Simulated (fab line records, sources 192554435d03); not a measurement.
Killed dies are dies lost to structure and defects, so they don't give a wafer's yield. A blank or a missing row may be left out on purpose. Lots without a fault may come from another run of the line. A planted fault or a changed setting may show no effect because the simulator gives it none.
fab line records | flow n5_finfet
record lots=7 wafers=21
route steps=1938 shown BEOL_M0_CUTY@713 BEOL_M0@715 BEOL_M1@751 BEOL_M2@882 BEOL_M3@963 BEOL_M5@1120 BEOL_M6@1260 BEOL_M7@1266
start_h: hours from the record's first day to the start of the lot's first wafer shown | wait_h: hours since the lot's step before | " the same as in the row above | L1.1+2: a row that stands for several wafers | - no value, or no start given | * or withheld: withheld | < > ~ a bound
route shown NAME@n: a module of which the file shows steps, and the number in the route of the first | usual: mean/standard deviation of fault-free wafers | same: alike in all rows | chamber/n: place in a boat | sites: the reading at each site | _std_site: their standard deviation | _edge_site: outer sites' mean less inner sites' | radius_mm: how far each site lies from the wafer's centre | mask NAME#n: copy n | behind: the tool/chamber that last shaped the wafer | hold: why the lot was held/for how many hours/how that ended | device: the transistor (n, p or np) that didn't switch | end of line: the same wafers' tests at the end of the route | a step without rows: its recipe alone | killed: dies lost to structure and defects at the first sort, not the wafer's yield | map: a wafer's dies, x killed, . not, _ none there
set.NAME: the setting as run; set.NAME@STEP: as run at that earlier step | model.NAME: the simulator's own value behind a step, which no gauge read
lots whose settings were changed on purpose; a table a step, a row a wafer
## steps
# step N5_BEOL_M0_CUTY_ETCH_63
# recipe chemistry=N2/H2 target=SOC target_depth_a=827 overetch_a=165 mask_material=SiARC temp_c=40 ion_energy_ev=200 time_s=124 pressure_mtorr=30 source_w=840 bias_w=150 n2_flow_sccm=200 h2_flow_sccm=200
# columns lot.wafer tool chamber start_h wait_h set.time_s model.SiO2_of_BEOL_M0_SAQP_SPACER2_ALD_26.thk_nm
L075.1 rie_diel-03 1 121.71 0.0 142.1 6.8
L075.3 " 3 " " 124 7.2
L075.6 " 0 " " 142.1 6.6
L077.1+5 rie_diel-01 0,2 132.04 0.0 124 7.2
L077.2 " 3 " " 97.24 7.8
L080.4 rie_diel-04 1 148.65 0.0 124 7
L080.5+6 " 2,3 " " 124 7.2
L082.1 rie_diel-04 2 164.38 0.0 124 7.2
L082.2 " 3 " " 124 7
L082.4 " 3 " " 101.8 7.6
L083.1+6 rie_diel-03 1,3 173.73 0.0 124 7.2
L083.4 " 2 " " 140.6 6.6
L093.1+3+6 rie_diel-04 3,0,0 230.37 0.0 124 7.2
L097.2+3+4 rie_diel-03 0,3,2 250.53 0.0 124 7
# step N5_BEOL_M0_CUTY_STRIP_64
# recipe chemistry=N2/H2 temp_c=40 n2_flow_sccm=200 h2_flow_sccm=200 rf_frequency_hz=6e+07
# step N5_BEOL_M0_ETCH_138
# recipe chemistry=CH3F/O2 target_depth_a=120 target=SiCN time_s=31.6 ion_energy_ev=120 pressure_mtorr=30 source_w=395 bias_w=75 Ar_flow_sccm=150 CH3F_flow_sccm=30 O2_flow_sccm=20 ends=cleared
# columns lot.wafer tool chamber start_h wait_h set.time_s@BEOL_M0_CUTY_ETCH_63 model.SiO2_of_BEOL_M0_SAQP_SPACER2_ALD_26.thk_nm
L075.1 rie_diel-03 1 121.83 0.0 142.1 4.8
L075.3 " 3 " " 124 5.2
L075.6 " 0 " " 142.1 4.6
L077.1 rie_diel-01 2 132.17 0.0 124 5.2
L077.2 " 3 " " 97.24 5.8
L077.5 " 2 " " 124 5
L080.4+5+6 rie_diel-04 1,2,3 148.78 0.0 124 5
L082.1 rie_diel-04 2 164.51 0.0 124 5.2
L082.2 " 3 " " 124 5
L082.4 " 3 " " 101.8 5.6
L083.1+6 rie_diel-03 1,3 173.85 0.0 124 5.2
L083.4 " 2 " " 140.6 4.6
L093.1+3+6 rie_diel-04 3,0,0 230.50 0.0 124 5.2
L097.2 rie_diel-03 0 250.65 0.0 124 5.2
L097.3+4 " 3,2 " " 124 5
# step N5_BEOL_M0_HM_OPEN_105
# recipe chemistry=Cl2/BCl3 target_depth_a=120 target=TiN ion_energy_ev=150 pressure_mtorr=10 icp_w=1000 bias_w=126 Cl2_flow_sccm=53.25 bcl3_flow_sccm=21.75 Ar_flow_sccm=25
# columns lot.wafer tool chamber start_h wait_h set.time_s@BEOL_M0_CUTY_ETCH_63 model.SiO2_of_BEOL_M0_SAQP_SPACER2_ALD_26.thk_nm
L075.1+6 rie_metal-02 1,0 124.36 2.5 142.1 2.2
L075.3 " 1 " " 124 2.8
L077.1 rie_metal-02 0 132.27 0.1 124 2.8
L077.2 " 1 " " 97.24 3.4
L077.5 " 1 " " 124 2.6
L080.4+5+6 rie_metal-03 0,1,0 149.54 0.7 124 2.6
L082.1+2 rie_metal-01 1,0 167.14 2.6 124 2.6
L082.4 " 0 " " 101.8 3.2
L083.1+6 rie_metal-03 0,1 175.27 1.4 124 2.8
L083.4 " 0 " " 140.6 2.2
L093.1+3+6 rie_metal-01 0,1,0 231.17 0.6 124 2.8
L097.2 rie_metal-03 0 257.12 6.4 124 2.8
L097.3+4 " 0,1 " " 124 2.6
# step N5_BEOL_M1_ILD_DEP_00
# recipe material=SiOC target_thk_a=790 temp_c=350 precursor=DEMS/O2 pressure_torr=5 rf_w=500 time_s=15.3
# columns lot.wafer tool chamber start_h wait_h set.time_s model.SiOC_of_BEOL_M1_ILD_DEP_00.thk_nm
L075.1+6 pecvd-01 1 128.18 0.0 13.69 71.4
L075.3 " 2 " " 15.3 78.6
L077.1 pecvd-04 1 135.61 0.0 15.3 77.4
L077.2 " 0 " " 15.3 78.8
L077.5 " 1 " " 15.3 79.4
L080.4+6 pecvd-01 1,0 154.30 0.1 15.3 79.2
L080.5 " 2 " " 15.3 80
L082.1 pecvd-03 1 170.67 0.0 15.3 77.8
L082.2 " 2 " " 15.3 78.6
L082.4 " 1 " " 15.3 79
L083.1 pecvd-03 0 180.17 0.0 15.3 77.8
L083.4 " 0 " " 15.3 79
L083.6 " 2 " " 17.57 90.2
L093.1 pecvd-04 1 236.20 0.0 14.48 74.2
L093.3 " 2 " " 15.3 77.2
L093.6 " 0 " " 14.48 74.8
L097.2 pecvd-04 2 262.68 0.0 15.3 78
L097.3 " 1 " " 13.76 70.8
L097.4 " 0 " " 13.76 72.4
# step N5_BEOL_M1_THK_MEAS_01
# recipe reads=SiOC_of_BEOL_M1_ILD_DEP_00
# usual M1_ILD_THK=78.8/0.96
# columns lot.wafer tool chamber start_h wait_h set.time_s@BEOL_M1_ILD_DEP_00 M1_ILD_THK[nm]
L075.1 film_metro-02 - 128.25 0.0 13.69 71.4
L075.3 " - " " 15.3 78.5
L075.6 " - " " 13.69 71.4
L077.1 film_metro-02 - 135.67 0.0 15.3 77.5
L077.2 " - " " 15.3 78.7
L077.5 " - " " 15.3 79.3
L080.4 film_metro-01 - 154.36 0.0 15.3 79.3
L080.5 " - " " 15.3 80.0
L080.6 " - " " 15.3 79.3
L082.1 film_metro-02 - 170.74 0.0 15.3 77.8
L082.2 " - " " 15.3 78.6
L082.4 " - " " 15.3 79.0
L083.1 film_metro-02 - 180.24 0.0 15.3 77.8
L083.4 " - " " 15.3 78.9
L083.6 " - " " 17.57 90.3
L093.1 film_metro-02 - 236.27 0.0 14.48 74.2
L093.3 " - " " 15.3 77.1
L093.6 " - " " 14.48 74.9
L097.2 film_metro-02 - 262.75 0.1 15.3 77.9
L097.3 " - " " 13.76 70.8
L097.4 " - " " 13.76 72.3
# step N5_BEOL_M2_ALD_98
# recipe material=SiO2 target_thk_a=25 temp_c=100 ald_precursor_family=BDEAS ald_co_reactant=O2-plasma pulse_time_s=1 co_reactant_pulse_time_s=1 purge_time_s=2 co_reactant_purge_time_s=2 ald_cycles=17 pressure_torr=2
# columns lot.wafer tool chamber start_h wait_h set.ald_cycles model.SiO2_of_BEOL_M2_ALD_98.thk_nm
L075.1+6 ald_sin-04 2 139.05 0.1 17 2.4
L075.3 " 1 " " 20 3
L077.1+2 ald_sin-04 3,0 147.05 0.1 17 2.4
L077.5 " 3 " " 17 2.6
L080.4+5+6 ald_sin-03 1,2,1 165.20 0.0 17 2.4
L082.1 ald_sin-04 1 181.80 0.1 17 2.6
L082.2 " 2 " " 17 2.4
L082.4 " 0 " " 14 2
L083.1+6 ald_sin-03 2,0 206.55 0.3 16 2.4
L083.4 " 2 " " 17 2.4
L093.1 ald_sin-03 1 252.02 0.1 17 2.4
L093.3+6 " 0,1 " " 15 2.2
L097.2+4 ald_sin-02 2,3 276.18 0.1 17 2.4
L097.3 " 3 " " 18 2.6
# step N5_BEOL_M3_EXPOSE_25
# recipe mask_id=V2 na=0.33 source_shape=quasar sigma_inner=0.2 sigma_outer=0.8 polarization=unpolarized defocus_nm=5 dose_mj=63
# columns lot.wafer tool chamber start_h wait_h mask set.dose_mj
L075.1+3+6 euv_scanner-01 0 146.79 - V2#0 67.44
L077.1+5 euv_scanner-01 0 156.86 - V2#0 63
L077.2 " 0 " " V2#0 59.46
L080.4+5+6 euv_scanner-01 0 173.48 - V2#0 63
L082.1 euv_scanner-02 0 197.91 - V2#0 63
L082.2+4 " 0 " " V2#0 59.14
L083.1+4+6 euv_scanner-02 0 215.27 - V2#0 67.57
L093.1+3+6 euv_scanner-02 0 269.76 - V2#0 63
L097.2+3 euv_scanner-01 0 284.64 - V2#0 64.22
L097.4 " 0 " " V2#0 63
# step N5_BEOL_M3_PEB_26
# recipe peb_temp_c=100 peb_time_s=60 resist=CAR-EUV
# step N5_BEOL_M3_DEVELOP_27
# recipe develop_time_s=30 developer=TMAH resist=CAR-EUV rinse_liquid=surfactant_rinse dry=air_spin dev_temp_c=23
# step N5_BEOL_M3_CD_MEAS_28
# recipe target_cd_nm=25.7 landing_energy_ev=500 detector=se_inlens target_cd_y_nm=23.3 polarity=opening
# usual cd_nm=25.63/0.21
# columns lot.wafer tool chamber start_h wait_h set.dose_mj@BEOL_M3_EXPOSE_25 cd_nm
L075.1 cd_sem-02 0 146.93 - 67.44 27.15
L075.3 " 0 " " 67.44 26.78
L075.6 " 0 " " 67.44 27.13
L077.1 cd_sem-02 0 157.01 - 63 25.53
L077.2 " 0 " " 59.46 24.39
L077.5 " 0 " " 63 25.44
L080.4 cd_sem-01 0 173.60 - 63 25.36
L080.5 " 0 " " 63 25.80
L080.6 " 0 " " 63 25.72
L082.1 cd_sem-03 0 198.06 - 63 26.00
L082.2 " 0 " " 59.14 24.55
L082.4 " 0 " " 59.14 24.55
L083.1 cd_sem-02 0 215.42 - 67.57 26.67
L083.4 " 0 " " 67.57 26.95
L083.6 " 0 " " 67.57 27.09
L093.1 cd_sem-02 0 269.91 - 63 25.49
L093.3 " 0 " " 63 26.11
L093.6 " 0 " " 63 25.31
L097.2 cd_sem-02 0 284.78 - 64.22 25.63
L097.3 " 0 " " 64.22 25.70
L097.4 " 0 " " 63 25.33
# step N5_BEOL_M3_ALD_98
# recipe material=SiO2 target_thk_a=25 temp_c=100 ald_precursor_family=BDEAS ald_co_reactant=O2-plasma pulse_time_s=1 co_reactant_pulse_time_s=1 purge_time_s=2 co_reactant_purge_time_s=2 ald_cycles=17 pressure_torr=2
# columns lot.wafer tool chamber start_h wait_h set.ald_cycles model.SiO2_of_BEOL_M3_ALD_98.thk_nm
L075.1+3 ald_sin-04 1,2 147.19 0.1 15 2.2
L075.6 " 1 " " 17 2.4
L077.1+2+5 ald_sin-03 0,2,1 157.37 0.2 17 2.4
L080.4+5+6 ald_sin-04 3,0,3 174.12 0.1 17 2.4
L082.1+2+4 ald_sin-04 0,3,1 198.32 0.1 17 2.4
L083.1 ald_sin-04 2 216.03 0.3 18 2.6
L083.4+6 " 0,1 " " 17 2.6
L093.1 ald_sin-03 3 270.77 0.7 17 2.6
L093.3 " 1 " " 15 2.2
L093.6 " 0 " " 17 2.4
L097.2 ald_sin-04 2 285.14 0.2 17 2.4
L097.3+4 " 1,3 " " 19 2.8
# step N5_BEOL_M5_COAT_05
# recipe resist=CAR-EUV spin_rpm=1500 resist_thk_nm=30
# columns lot.wafer tool chamber start_h wait_h set.spin_rpm model.CAR-EUV_of_BEOL_M5_COAT_05.thk_nm
L075.1+3+6 litho_track-02 0 - - 1500 29.8
L077.1 litho_track-01 0 - - 1500 29.6
L077.2+5 " 0 " " 1396 30.8
L080.4+5+6 litho_track-05 0 - - 1500 30
L082.1+2+4 litho_track-01 0 - - 1345 31.6
L083.1+4 litho_track-02 0 - - 1438 30.6
L083.6 " 0 " " 1500 30
L093.1 litho_track-01 0 - - 1361 31.4
L093.3 " 0 " " 1500 30
L093.6 " 0 " " 1500 29.8
L097.2+3+4 litho_track-01 0 - - 1500 30
# step N5_BEOL_M5_EBR_07
# recipe solvent=PGMEA ebr_width_mm=1.5
# step N5_BEOL_M5_SOFTBAKE_06
# recipe temp_c=110 time_s=60 resist=CAR-EUV
# step N5_BEOL_M5_EXPOSE_08
# recipe mask_id=M5 na=0.33 source_shape=annular sigma_inner=0.4 sigma_outer=0.8 polarization=unpolarized target_cd_nm=28 dose_mj=35.75
# step N5_BEOL_M5_PEB_09
# recipe peb_temp_c=100 peb_time_s=60 resist=CAR-EUV
# step N5_BEOL_M5_DEVELOP_10
# recipe develop_time_s=30 developer=TMAH resist=CAR-EUV rinse_liquid=surfactant_rinse dry=air_spin dev_temp_c=23
# columns lot.wafer tool chamber start_h wait_h set.spin_rpm@BEOL_M5_COAT_05 model.CAR-EUV_of_BEOL_M5_COAT_05.thk_nm
L075.1+3+6 litho_track-05 0 - - 1500 29.4
L077.1 litho_track-05 0 - - 1500 29.2
L077.2+5 " 0 " " 1396 30.4
L080.4+5 litho_track-05 0 - - 1500 29.4
L080.6 " 0 " " 1500 29.6
L082.1 litho_track-01 0 - - 1345 31
L082.2+4 " 0 " " 1345 31.2
L083.1+4 litho_track-01 0 - - 1438 30.2
L083.6 " 0 " " 1500 29.4
L093.1 litho_track-01 0 - - 1361 31
L093.3+6 " 0 " " 1500 29.4
L097.2 litho_track-01 0 - - 1500 29.4
L097.3+4 " 0 " " 1500 29.6
# step N5_BEOL_M5_ETCH_72
# recipe chemistry=N2/H2 target=underlayer target_depth_a=65 mask_material=CAR-EUV time_s=5.2 ion_energy_ev=200 pressure_mtorr=30 source_w=840 bias_w=150 n2_flow_sccm=200 h2_flow_sccm=200 ends=cleared
# usual rf_vpp_V=525.6/2.8
# columns lot.wafer tool chamber start_h wait_h set.bias_w rf_vpp_V
L075.1 rie_diel-05 0 169.97 0.0 150 522.5
L075.3 " 1 " " 150 522.5
L075.6 " 3 " " 150 526.4
L077.1 rie_diel-05 1 178.22 0.0 150 525.5
L077.2 " 0 " " 126.5 467.4
L077.5 " 1 " " 126.5 471.5
L080.4 rie_diel-06 2 199.39 0.0 150 521.5
L080.5 " 1 " " 150 527.5
L080.6 " 0 " " 150 521.4
L082.1 rie_diel-02 2 222.39 0.0 135.9 496.0
L082.2 " 3 " " 135.9 497.0
L082.4 " 1 " " 150 527.7
L083.1 rie_diel-05 1 236.41 0.0 150 525.5
L083.4 " 0 " " 133.4 482.6
L083.6 " 3 " " 133.4 490.1
L093.1 rie_diel-02 1 290.54 0.0 169.1 570.3
L093.3 " 0 " " 169.1 566.6
L093.6 " 3 " " 150 526.2
L097.2 rie_diel-05 2 308.93 0.0 172.7 575.5
L097.3 " 1 " " 150 528.7
L097.4 " 1 " " 172.7 572.3
# step N5_BEOL_M5_TRENCH_ETCH_37
# recipe chemistry=C4F6/O2 target_depth_a=716.52 target=SiCOH_lowk time_s=24.7 ion_energy_ev=250 pressure_mtorr=30 source_w=345 bias_w=185 Ar_flow_sccm=300 C4F6_flow_sccm=10 O2_flow_sccm=10
# usual rf_vpp_V=670/9.9
# columns lot.wafer tool chamber start_h wait_h set.bias_w rf_vpp_V
L075.1 rie_diel-05 3 - - 185 673
L075.3 " 1 " " 167.2 628
L075.6 " 1 " " 185 680
L077.1 rie_diel-02 2 - - 185 689
L077.2 " 0 " " 185 654
L077.5 " 2 " " 206.4 752
L080.4 rie_diel-05 0 - - 185 668
L080.5 " 2 " " 185 664
L080.6 " 3 " " 185 671
L082.1 rie_diel-06 1 - - 206.5 732
L082.2 " 2 " " 185 653
L082.4 " 3 " " 185 685
L083.1 rie_diel-05 3 - - 176 645
L083.4 " 1 " " 176 652
L083.6 " 0 " " 176 641
L093.1 rie_diel-05 3 - - 196 704
L093.3 " 1 " " 196 712
L093.6 " 1 " " 196 712
L097.2 rie_diel-05 1 - - 162.4 613
L097.3 " 2 " " 185 666
L097.4 " 3 " " 162.4 605
# step N5_BEOL_M5_ETCH_41
# recipe chemistry=CH3F/O2 target=SiCN target_depth_a=315 taper_deg=2 time_s=56.7 ion_energy_ev=120 mask_material=TiN pressure_mtorr=30 source_w=395 bias_w=75 Ar_flow_sccm=150 CH3F_flow_sccm=30 O2_flow_sccm=20
# usual rf_vpp_V=298.3/1.6
# columns lot.wafer tool chamber start_h wait_h set.source_w rf_vpp_V
L075.1 rie_diel-05 3 - - 395 298.3
L075.3 " 1 " " 395 298.9
L075.6 " 1 " " 395 296.7
L077.1 rie_diel-02 2 - - 350.5 312.3
L077.2 " 0 " " 395 298.4
L077.5 " 2 " " 350.5 312.1
L080.4 rie_diel-05 0 - - 395 295.0
L080.5 " 2 " " 395 297.8
L080.6 " 3 " " 395 298.1
L082.1 rie_diel-06 1 - - 395 300.8
L082.2 " 2 " " 395 296.3
L082.4 " 3 " " 328.5 317.2
L083.1 rie_diel-05 3 - - 441.2 287.3
L083.4 " 1 " " 395 297.0
L083.6 " 0 " " 441.2 285.5
L093.1 rie_diel-05 3 - - 439.8 288.4
L093.3 " 1 " " 395 296.8
L093.6 " 1 " " 439.8 289.3
L097.2 rie_diel-05 1 - - 395 295.6
L097.3 " 2 " " 395 297.3
L097.4 " 3 " " 395 299.9
# step N5_BEOL_M6_DEP_56
# recipe material=SiCN target_thk_a=100 temp_c=withheld precursor=3MS/NH3 pressure_torr=3 rf_w=202 time_s=17.5
# columns lot.wafer tool chamber start_h wait_h set.time_s model.SiCN_of_BEOL_M6_DEP_56.thk_nm
L075.1 pecvd-01 0 186.92 0.0 17.5 9.8
L075.3 " 1 " " 17.5 10.2
L075.6 " 1 " " 15.37 8.8
L077.1 pecvd-04 0 201.16 0.0 17.5 10.2
L077.2 " 2 " " 17.5 10
L077.5 " 1 " " 17.5 10.4
L080.4+5 pecvd-01 1,0 216.22 0.0 17.5 10
L080.6 " 1 " " 17.5 10.2
L082.1 pecvd-04 1 237.81 0.0 18.34 10.6
L082.2 " 0 " " 17.5 9.6
L082.4 " 2 " " 17.5 10.2
L083.1 pecvd-02 2 254.21 0.0 15.31 8.4
L083.4+6 " 0,1 " " 17.5 9.8
L093.1 pecvd-04 0 306.34 0.0 17.5 10
L093.3+6 " 2 " " 17.5 10.2
L097.2+3 pecvd-01 2,0 328.21 0.0 17.5 9.8
L097.4 " 0 " " 19.62 11.2
# step N5_BEOL_M7_PECVD_70
# recipe material=SiO2 target_thk_a=200 temp_c=400 precursor=TEOS/O2 pressure_torr=5.5 rf_w=450 teos_flow_sccm=53.8 gas=O2 flow_sccm=3000 time_s=22.7
# columns lot.wafer tool chamber start_h wait_h set.temp_c model.SiO2_of_BEOL_M7_PECVD_70.thk_nm
L075.1+3 pecvd-04 1,2 187.67 0.0 393.1 20.6
L075.6 " 1 " " 400 20.2
L077.1 pecvd-04 2 201.91 0.0 400 20.2
L077.2 " 1 " " 400 20
L077.5 " 1 " " 406 19.6
L080.4+5+6 pecvd-03 0,1,2 217.22 0.1 400 19.8
L082.1 pecvd-04 1 238.83 0.0 415.5 17.4
L082.2 " 0 " " 400 19.6
L082.4 " 0 " " 415.5 17.6
L083.1 pecvd-02 1 254.96 0.0 400 19.8
L083.4 " 1 " " 400 20.2
L083.6 " 0 " " 400 20
L093.1 pecvd-02 1 307.59 0.0 417.2 17.6
L093.3 " 0 " " 417.2 17.4
L093.6 " 0 " " 400 19.8
L097.2+4 pecvd-02 1,0 328.96 0.0 400 20
L097.3 " 2 " " 400 20.2
## key
split step=N5_BEOL_M0_CUTY_ETCH_63 setting=time_s stated=124 by=wafer
response step=N5_BEOL_M0_CUTY_ETCH_63 reading=model.SiO2_of_BEOL_M0_SAQP_SPACER2_ALD_26.thk_nm change=-0.0316 per=1% r=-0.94
response step=N5_BEOL_M0_ETCH_138 reading=model.SiO2_of_BEOL_M0_SAQP_SPACER2_ALD_26.thk_nm change=-0.0334 per=1% r=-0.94
response step=N5_BEOL_M0_HM_OPEN_105 reading=model.SiO2_of_BEOL_M0_SAQP_SPACER2_ALD_26.thk_nm change=-0.0362 per=1% r=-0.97
split step=N5_BEOL_M1_ILD_DEP_00 setting=time_s stated=15.3 by=wafer
response step=N5_BEOL_M1_ILD_DEP_00 reading=model.SiOC_of_BEOL_M1_ILD_DEP_00.thk_nm change=+0.715 per=1% r=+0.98
response step=N5_BEOL_M1_THK_MEAS_01 reading=M1_ILD_THK change=+0.714 per=1% r=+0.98
split step=N5_BEOL_M2_ALD_98 setting=ald_cycles stated=17 by=wafer
response step=N5_BEOL_M2_ALD_98 reading=model.SiO2_of_BEOL_M2_ALD_98.thk_nm change=+0.0276 per=1% r=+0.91
split step=N5_BEOL_M3_EXPOSE_25 setting=dose_mj stated=63 by=wafer
response step=N5_BEOL_M3_CD_MEAS_28 reading=cd_nm change=+0.216 per=1% r=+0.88
split step=N5_BEOL_M3_ALD_98 setting=ald_cycles stated=17 by=wafer
response step=N5_BEOL_M3_ALD_98 reading=model.SiO2_of_BEOL_M3_ALD_98.thk_nm change=+0.0235 per=1% r=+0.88
split step=N5_BEOL_M5_COAT_05 setting=spin_rpm stated=1500 by=wafer
response step=N5_BEOL_M5_COAT_05 reading=model.CAR-EUV_of_BEOL_M5_COAT_05.thk_nm change=-0.164 per=1% r=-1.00
response step=N5_BEOL_M5_DEVELOP_10 reading=model.CAR-EUV_of_BEOL_M5_COAT_05.thk_nm change=-0.175 per=1% r=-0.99
split step=N5_BEOL_M5_ETCH_72 setting=bias_w stated=150 by=wafer
response step=N5_BEOL_M5_ETCH_72 reading=rf_vpp_V change=+3.34 per=1% r=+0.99
split step=N5_BEOL_M5_TRENCH_ETCH_37 setting=bias_w stated=185 by=wafer
response step=N5_BEOL_M5_TRENCH_ETCH_37 reading=rf_vpp_V change=+5.53 per=1% r=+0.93
split step=N5_BEOL_M5_ETCH_41 setting=source_w stated=395 by=wafer
response step=N5_BEOL_M5_ETCH_41 reading=rf_vpp_V change=-1.01 per=1% r=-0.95
split step=N5_BEOL_M6_DEP_56 setting=time_s stated=17.5 by=wafer
response step=N5_BEOL_M6_DEP_56 reading=model.SiCN_of_BEOL_M6_DEP_56.thk_nm change=+0.111 per=1% r=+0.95
split step=N5_BEOL_M7_PECVD_70 setting=temp_c stated=400 by=wafer
response step=N5_BEOL_M7_PECVD_70 reading=model.SiO2_of_BEOL_M7_PECVD_70.thk_nm change=-0.503 per=1% r=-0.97
